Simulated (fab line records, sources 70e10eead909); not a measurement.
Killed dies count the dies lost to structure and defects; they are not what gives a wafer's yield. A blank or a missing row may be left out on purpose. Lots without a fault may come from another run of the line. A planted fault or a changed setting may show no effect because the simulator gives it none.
fab line records ; flow nandHarc
record: lots: 13; wafers: 39; lastDay: 26
route steps=1159 shown P_BONDPAD@365 A_CHANNEL_HOLE_D1@457 END@1159
lots with no fault: from the same line, run without faults
startH: start of the lot's first displayed wafer, in hours after the record's first day ; waitH: hours since the lot's step before ; " identical to the entry in the row above ; L1.1+2: one row covering several wafers at once ; - value missing, or start not given ; * or withheld: withheld ; < > ~ a bound
route shown NAME@n: names a module that has steps shown in the file, with the first one's number in the route ; usual: mean and standard deviation over wafers with no fault ; same: alike in all rows ; chamber/n: place in a boat ; sites: the reading at each site ; _std_site: their standard deviation ; _edge_site: mean of outer sites minus mean of inner sites ; radiusMm: for every site, how far away it sits from the centre of the wafer ; mask NAME#n: copy n ; behind: the most recent tool/chamber to have shaped the wafer ; hold: cause of the lot's hold/its duration in hours/its outcome ; device: whichever transistor did not switch (one of n, p or np) ; end of line: the route-end tests of the same wafers ; a step with no rows: only its recipe ; killed: at the first sort, the dies lost to defects and structure; wafer yield is something else ; map: shows each die of a wafer: x if killed, . if not, _ if none is there
set.NAME: the setting the step ran with; set.NAME@STEP: the setting that earlier step ran with ; model.NAME: the simulator's own value behind a step, which no gauge read
one table for each step of the route and one row for each wafer, over a sample of lots
services: from which hour (startH, from the record's first day; less than 0 if before it) a tool's chamber was out of use, for how many hours, and why
== steps ==
step: NHARC_P_BONDPAD_OVL_MEAS_38
usual: overlayXNm: 1/7.5; overlayYNm: -1/4.3
lot.wafer;tool;chamber;startH;waitH;overlayXNm;overlayYNm
L108.1;overlay-01;-;129.60;-;13;1
L108.3;overlay-01;-;129.60;-;13;1
L108.6;overlay-01;-;129.60;-;13;1
L109.3;overlay-02;-;139.04;-;9;-7
L109.4;overlay-02;-;139.04;-;9;-7
L109.5;overlay-02;-;139.04;-;9;-7
L110.1;overlay-01;-;139.31;-;1;-2
L110.3;overlay-01;-;139.31;-;1;-2
L110.6;overlay-01;-;139.31;-;2;-2
L114.1;overlay-01;-;168.66;-;-4;5
L114.4;overlay-01;-;168.66;-;-4;4
L114.5;overlay-01;-;168.66;-;-4;4
L116.3;overlay-02;-;173.61;-;3;-3
L116.5;overlay-02;-;173.61;-;3;-3
L116.6;overlay-02;-;173.61;-;3;-3
L122.1;overlay-02;-;220.08;-;1;-9
L122.2;overlay-02;-;220.08;-;1;-9
L122.6;overlay-02;-;220.08;-;1;-10
L123.1;overlay-02;-;220.49;-;-15;0
L123.2;overlay-02;-;220.49;-;-15;1
L123.5;overlay-02;-;220.49;-;-14;1
L125.3;overlay-02;-;238.05;-;-3;3
L125.4;overlay-02;-;238.05;-;-3;4
L125.5;overlay-02;-;238.05;-;-3;3
L127.4;overlay-02;-;252.24;-;7;-2
L127.5;overlay-02;-;252.24;-;6;-1
L127.6;overlay-02;-;252.24;-;7;-1
L126.2;overlay-01;-;252.91;-;-2;-3
L126.3;overlay-01;-;252.91;-;-2;-3
L126.5;overlay-01;-;252.91;-;-1;-3
L129.1;overlay-01;-;254.41;-;1;7
L129.2;overlay-01;-;254.41;-;2;7
L129.4;overlay-01;-;254.41;-;1;6
L130.3;overlay-02;-;260.28;-;-2;0
L130.5;overlay-02;-;260.28;-;-3;-1
L130.6;overlay-02;-;260.28;-;-3;0
L131.1;overlay-01;-;268.46;-;-3;-3
L131.2;overlay-01;-;268.46;-;-2;-3
L131.6;overlay-01;-;268.46;-;-3;-3
step: NHARC_A_CHANNEL_HOLE_D1_SOFTBAKE_05
recipe: tempC: 105; timeS: 55
usual: chillPlateTempC: 22.99/0.11; heaterPowerTotalW: 188.44/0.14
lot.wafer;tool;chamber;startH;waitH;chillPlateTempC;heaterPowerTotalW
L108.1;lithoTrack-01;0;176;-;23.01;188.72
L108.3;lithoTrack-01;0;176;-;23.07;188.37
L108.6;lithoTrack-01;0;176;-;22.86;188.31
L110.1;lithoTrack-01;0;182;-;23.05;188.38
L110.3;lithoTrack-01;0;182;-;23.03;188.34
L110.6;lithoTrack-01;0;182;-;22.85;188.70
L109.3;lithoTrack-06;0;182;-;23.01;188.33
L109.4;lithoTrack-06;0;182;-;22.92;188.46
L109.5;lithoTrack-06;0;182;-;22.81;188.41
L116.3;lithoTrack-06;0;217;-;23.06;194.72
L116.5;lithoTrack-06;0;218;-;23.01;195.06
L116.6;lithoTrack-06;0;218;-;22.82;194.92
L114.1;lithoTrack-06;0;218;-;23.07;194.91
L114.4;lithoTrack-06;0;218;-;23.04;194.73
L114.5;lithoTrack-06;0;218;-;23.14;194.58
L122.1;lithoTrack-04;0;263;-;22.92;188.25
L122.2;lithoTrack-04;0;263;-;23.00;188.38
L122.6;lithoTrack-04;0;263;-;22.85;188.38
L123.1;lithoTrack-01;0;265;-;22.79;188.50
L123.2;lithoTrack-01;0;265;-;22.93;188.44
L123.5;lithoTrack-01;0;265;-;22.98;188.28
L125.3;lithoTrack-01;0;279;-;22.98;188.32
L125.4;lithoTrack-01;0;279;-;22.98;188.37
L125.5;lithoTrack-01;0;279;-;22.99;188.37
L126.2;lithoTrack-01;0;295;-;22.87;188.42
L126.3;lithoTrack-01;0;295;-;22.94;188.28
L126.5;lithoTrack-01;0;295;-;23.09;188.38
L127.4;lithoTrack-04;0;295;-;22.94;188.43
L127.5;lithoTrack-04;0;295;-;22.93;188.37
L127.6;lithoTrack-04;0;295;-;22.99;188.31
L129.1;lithoTrack-04;0;298;-;22.99;188.47
L129.2;lithoTrack-04;0;298;-;22.98;188.40
L129.4;lithoTrack-04;0;298;-;22.98;188.53
L130.3;lithoTrack-01;0;305;-;23.19;188.23
L130.5;lithoTrack-01;0;305;-;22.98;188.35
L130.6;lithoTrack-01;0;305;-;23.21;188.67
L131.1;lithoTrack-06;0;315;-;22.93;188.46
L131.2;lithoTrack-06;0;315;-;23.03;188.71
L131.6;lithoTrack-06;0;315;-;23.00;188.56
step: NHARC_A_CHANNEL_HOLE_D1_DESCUM_15
recipe: timeS: 3; o2FlowSccm: 200; arFlowSccm: 0; biasPowerW: 0; chemistry: O2
usual: drypumpMotorCurrentA: 5.9/0.5; oesProductAu: 0.995/0.013; rfVppV: 58.0/0.83; showerheadPlenumPTorr: 1.96/0.08; throttleValvePct: 11.311/0.0091
lot.wafer;tool;chamber;startH;waitH;drypumpMotorCurrentA;oesProductAu;rfHoursCounterH;rfVppV;showerheadPlenumPTorr;throttleValvePct
L108.1;rieDiel-09;0;177.10;0.1;5.3;0.991;6;57.2;2.00;11.300
L108.3;rieDiel-09;1;177.10;0.1;6.6;0.981;6;59.2;1.98;11.308
L108.6;rieDiel-09;3;177.10;0.1;5.5;0.998;-;57.8;2.03;11.317
L110.1;rieDiel-06;3;183.09;0.1;6.0;0.974;7;57.8;1.78;11.302
L110.3;rieDiel-06;1;183.09;0.1;5.9;0.992;8;57.9;1.79;11.317
L110.6;rieDiel-06;3;183.09;0.1;6.0;0.992;-;57.8;1.78;11.318
L109.4;rieDiel-09;0;183.24;0.1;5.3;0.980;7;60.2;2.00;11.300
L109.3;rieDiel-09;3;183.24;0.1;5.5;0.996;7;59.0;2.02;11.333
L109.5;rieDiel-09;0;183.24;0.1;5.3;0.978;-;57.1;2.00;11.307
L116.3;rieDiel-09;1;218.52;0.1;6.5;0.990;9;57.2;1.98;11.315
L116.6;rieDiel-09;2;218.52;0.1;6.2;0.992;-;58.4;2.03;11.310
L116.5;rieDiel-09;3;218.52;0.1;5.5;0.998;-;57.9;2.02;11.317
L114.4;rieDiel-06;0;218.99;0.1;6.4;0.994;11;57.9;1.95;11.316
L114.1;rieDiel-06;1;218.99;0.1;5.9;0.988;11;56.4;1.79;11.308
L114.5;rieDiel-06;3;218.99;0.1;6.0;0.970;-;57.9;1.78;11.303
L122.2;rieDiel-09;0;264.18;0.1;5.3;0.975;0;59.1;2.00;11.310
L122.1;rieDiel-09;1;264.18;0.1;6.6;1.003;0;58.2;1.98;11.304
L122.6;rieDiel-09;3;264.18;0.1;5.5;0.986;-;57.5;2.02;11.325
L123.1;rieDiel-09;1;265.82;0.1;6.5;1.010;1;58.5;1.98;11.307
L123.2;rieDiel-09;3;265.82;0.1;5.5;1.000;0;57.5;2.02;11.317
L123.5;rieDiel-09;1;265.82;0.1;6.6;1.008;-;58.1;1.98;11.311
L125.4;rieDiel-09;1;280.36;0.1;6.6;0.994;1;57.3;1.98;11.291
L125.3;rieDiel-09;3;280.36;0.1;5.5;0.984;1;58.0;2.02;11.298
L125.5;rieDiel-09;2;280.36;0.1;6.2;0.978;-;58.6;2.02;11.314
L126.3;rieDiel-05;2;295.77;0.1;6.3;1.004;7;59.7;1.98;11.322
L126.2;rieDiel-05;3;295.77;0.1;5.0;1.004;7;58.3;2.00;11.299
L126.5;rieDiel-05;1;295.77;0.1;6.3;1.020;-;58.7;2.03;11.306
L127.4;rieDiel-09;2;295.92;0.1;6.2;0.970;2;58.7;2.02;11.299
L127.5;rieDiel-09;0;295.92;0.1;5.3;0.967;-;57.2;2.00;11.309
L127.6;rieDiel-09;1;295.92;0.1;6.6;1.002;-;57.2;1.98;11.302
L129.4;rieDiel-09;2;299.26;0.1;6.2;0.989;3;58.1;2.02;11.322
L129.2;rieDiel-09;3;299.26;0.1;5.5;0.988;3;58.5;2.02;11.307
L129.1;rieDiel-09;1;299.26;0.1;6.6;0.997;3;58.0;1.98;11.309
L130.3;rieDiel-05;3;305.55;0.1;5.0;1.014;8;60.0;2.00;11.310
L130.6;rieDiel-05;0;305.55;0.1;5.6;1.016;-;57.7;1.81;11.310
L130.5;rieDiel-05;3;305.55;0.1;5.0;1.001;-;59.7;2.00;11.304
L131.1;rieDiel-09;1;316.39;0.1;6.6;1.000;4;57.1;1.98;11.294
L131.2;rieDiel-09;2;316.39;0.1;6.2;0.979;4;57.4;2.02;11.305
L131.6;rieDiel-09;0;316.39;0.1;5.3;0.977;-;60.0;2.00;11.311
step: NHARC_A_CHANNEL_HOLE_D1_ETCH_25
recipe: biasV: 5000; sourceW: withheld; pressureMtorr: 20; timeS: 1040.2; arFlowSccm: 375; c4f8FlowSccm: 93.8; o2FlowSccm: 31.2; tempC: -20; targetDepthA: 15000; chemistry: C4F8/O2/Ar
usual: drypumpMotorCurrentA: 5.8/0.47; showerheadPlenumPTorr: 3.73/0.14; throttleValvePct: 32.235/0.0091
lot.wafer;tool;chamber;startH;waitH;drypumpMotorCurrentA;rfHoursCounterH;showerheadPlenumPTorr;throttleValvePct
L108.1;harEtch-01;0;181.19;0.6;5.5;189;3.77;32.246
L108.3;harEtch-01;1;181.19;0.6;5.6;-;3.82;32.232
L108.6;harEtch-01;0;181.19;0.6;5.5;-;3.77;32.244
L110.1;harEtch-02;1;187.33;0.7;6.6;103;3.87;32.241
L110.3;harEtch-02;0;187.33;0.7;5.7;-;3.52;32.224
L110.6;harEtch-02;1;187.33;0.7;6.6;-;3.87;32.230
L109.4;harEtch-01;1;188.05;0.7;5.6;-;3.82;32.232
L109.3;harEtch-01;0;188.05;0.7;5.5;-;3.77;32.229
L109.5;harEtch-01;0;188.05;0.7;5.5;-;3.77;32.233
L116.3;harEtch-01;0;222.87;0.7;5.5;-;3.76;32.244
L116.6;harEtch-01;0;222.87;0.7;5.5;-;3.76;32.236
L116.5;harEtch-01;1;222.87;0.7;5.6;-;3.81;32.239
L114.1;harEtch-02;1;223.05;0.6;6.7;120;3.86;32.237
L114.4;harEtch-02;1;223.05;0.6;6.7;-;3.86;32.224
L114.5;harEtch-02;1;223.05;0.6;6.7;-;3.86;32.233
L122.1;harEtch-02;0;268.27;0.6;5.7;141;3.50;32.232
L122.2;harEtch-02;1;268.27;0.6;6.6;141;3.85;32.238
L122.6;harEtch-02;0;268.27;0.6;5.7;-;3.50;32.244
L123.1;harEtch-01;1;269.90;0.6;5.6;232;3.80;32.240
L123.2;harEtch-01;0;269.90;0.6;5.5;232;3.75;32.249
L123.5;harEtch-01;0;269.90;0.6;5.5;-;3.75;32.244
L125.3;harEtch-01;0;284.75;0.7;5.5;-;3.75;32.229
L125.4;harEtch-01;1;284.75;0.7;5.6;-;3.79;32.248
L125.5;harEtch-01;0;284.75;0.7;5.5;-;3.75;32.238
L126.2;harEtch-01;0;299.84;0.6;5.5;240;3.74;32.220
L126.3;harEtch-01;0;299.84;0.6;5.5;-;3.74;32.241
L126.5;harEtch-01;0;299.84;0.6;5.5;-;3.74;32.242
L127.4;harEtch-02;1;300.43;0.7;6.7;-;3.84;32.216
L127.6;harEtch-02;0;300.43;0.7;5.7;-;3.49;32.230
L127.5;harEtch-02;1;300.43;0.7;6.6;-;3.84;32.229
L129.2;harEtch-01;1;304.00;0.6;5.6;244;3.79;32.246
L129.1;harEtch-01;0;304.00;0.6;5.5;244;3.74;32.236
L129.4;harEtch-01;0;304.00;0.6;5.5;-;3.74;32.238
L130.3;harEtch-02;1;310.14;0.7;6.7;-;3.84;32.240
L130.5;harEtch-02;1;310.14;0.7;6.7;-;3.84;32.239
L130.6;harEtch-02;0;310.14;0.7;5.7;-;3.49;32.239
L131.2;harEtch-02;0;324.88;0.6;5.6;170;3.48;32.244
L131.1;harEtch-02;1;324.88;0.6;6.7;170;3.83;32.236
L131.6;harEtch-02;1;324.88;0.6;6.7;-;3.83;32.235
step: NHARC_END_SORT_01
recipe: tempC: 25
usual: killedAtArray: 27/12; killedAtOther: 0.9/1.1; killedAtPeriphery: 3.2/2.4; killedDies: 31/12; killedOpen: 3.3/1.7; killedShort: 2.0/1.6
same: grossDies: 677
lot.wafer;tool;chamber;startH;waitH;killedAtArray;killedAtOther;killedAtPeriphery;killedDies;killedOpen;killedShort
L122.1;prober-01;0;586.91;2.5;20;3;4;27;2;1
L122.2;prober-01;0;587.71;2.8;30;2;0;32;2;2
L122.6;prober-01;0;590.90;4.0;37;0;2;39;0;1
L125.3;prober-01;0;596.30;3.1;54;1;4;59;3;5
L125.4;prober-01;0;597.08;3.4;64;0;3;67;2;3
L125.5;prober-01;0;597.87;3.6;54;0;3;57;3;2
killed by level:class
L122.1 A_SLIT:chamberFilmFlake=9 A_CHANNEL_HOLE_D1:chamberFilmFlake=6 P_GATE:chamberFilmFlake=2 A_CONTACT:chamberFilmFlake=2 THIN_TSV:chamberFilmFlake=2 P_GATE:geometricParticle:open=1 A_WL_FILL:geometricParticle:open=1 STARTING-WAFER:geometricParticle:short=1
L122.2 A_SLIT:chamberFilmFlake=13 A_CHANNEL_HOLE_D1:chamberFilmFlake=9 A_CONTACT:chamberFilmFlake=2 THIN_TSV:chamberFilmFlake=2 A_ONON_D1:geometricParticle:open=1 A_CHANNEL_HOLE_D1:geometricParticle:short=1 A_SGD_CUT:geometricParticle:short=1 A_CONTACT:geometricParticle:open=1
L122.6 A_SLIT:chamberFilmFlake=18 A_CHANNEL_HOLE_D1:chamberFilmFlake=12 A_CONTACT:chamberFilmFlake=3 A_M0:chamberFilmFlake=2 P_M1:geometricParticle:short=1 P_GATE:chamberFilmFlake=1 A_STAIRCASE:chamberFilmFlake=1 A_BLC:chamberFilmFlake=1
L125.3 A_SLIT:chamberFilmFlake=25 A_CHANNEL_HOLE_D1:chamberFilmFlake=18 A_STAIRCASE:chamberFilmFlake=4 P_M0:geometricParticle:open=2 A_CONTACT:chamberFilmFlake=2 P_GATE:geometricParticle:open=1 P_GATE:geometricParticle:short=1 A_CHANNEL_FILL_D1:geometricParticle:short=1
L125.4 A_CHANNEL_HOLE_D1:chamberFilmFlake=31 A_SLIT:chamberFilmFlake=20 A_STAIRCASE:chamberFilmFlake=5 A_CONTACT:chamberFilmFlake=3 P_GATE:geometricParticle:short=1 A_WL_FILL:geometricParticle:short=1 A_CONTACT:geometricParticle:open=1 A_BLC:geometricParticle:short=1
L125.5 A_CHANNEL_HOLE_D1:chamberFilmFlake=22 A_SLIT:chamberFilmFlake=19 A_CONTACT:chamberFilmFlake=6 P_BONDPAD:chamberFilmFlake=3 A_CONTACT:geometricParticle:open=2 A_CHANNEL_FILL_D1:geometricParticle:open=1 A_WL_FILL:geometricParticle:short=1 A_BLC:geometricParticle:short=1
== services ==
tool;chamber;startH;hours;kind
rieDiel-09;0;159.62;-;clean
rieDiel-09;1;159.62;-;clean
rieDiel-09;2;159.62;-;clean
rieDiel-09;3;159.62;-;clean
rieDiel-05;-;163.60;9.0;pm
rieDiel-06;-;178.28;0.2;repair
rieDiel-05;3;180.60;3.5;repair
rieDiel-09;0;184.12;-;clean
rieDiel-09;1;184.12;-;clean
rieDiel-09;2;184.12;-;clean
rieDiel-09;3;184.12;-;clean
rieDiel-09;2;203.33;9.9;repair
rieDiel-09;3;205.37;12.2;repair
harEtch-01;-;226.55;1.2;repair
rieDiel-06;-;239.30;0.7;repair
rieDiel-06;-;241.20;9.0;pm
rieDiel-05;0;246.01;4.7;repair
rieDiel-09;-;254.10;9.0;pm
rieDiel-05;1;262.10;17.3;repair
lithoTrack-01;-;268.00;7.0;pm
lithoTrack-06;-;292.00;7.0;pm
rieDiel-05;1;298.42;10.8;repair
harEtch-01;-;305.26;17.0;pm
lithoTrack-04;-;316.00;7.0;pm
== key ==
firstSign: step: NHARC_A_CHANNEL_HOLE_D1_SOFTBAKE_05; reading: heaterPowerTotalW; direction: up; sigmas: 47; usual: *; struck: *
effect none on later readings
metAt NHARC_A_CHANNEL_HOLE_D1_SOFTBAKE_05
struckLots L114,L116
testerLeftOut L114,L116
notActingAt NHARC_P_BONDPAD_OVL_MEAS_38,NHARC_A_CHANNEL_HOLE_D1_DESCUM_15,NHARC_A_CHANNEL_HOLE_D1_ETCH_25
onsetBetween 182 217
fault: kind: processParameterDrift; tool: lithoTrack-06; chamber: -; onsetH: 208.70; steps: NHARC_A_CHANNEL_HOLE_D1_SOFTBAKE_05; channel: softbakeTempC; offset: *; shape: step; endH: 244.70; actsIn: *; stated: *
testerLeftOut: of these lots the tester's yield and bins aren't shown, on N5 and GAA mostly nor the transistor test; their killed dies are dies lost to structure and defects alone, not to doping, threshold or leakage, so they don't give the yield
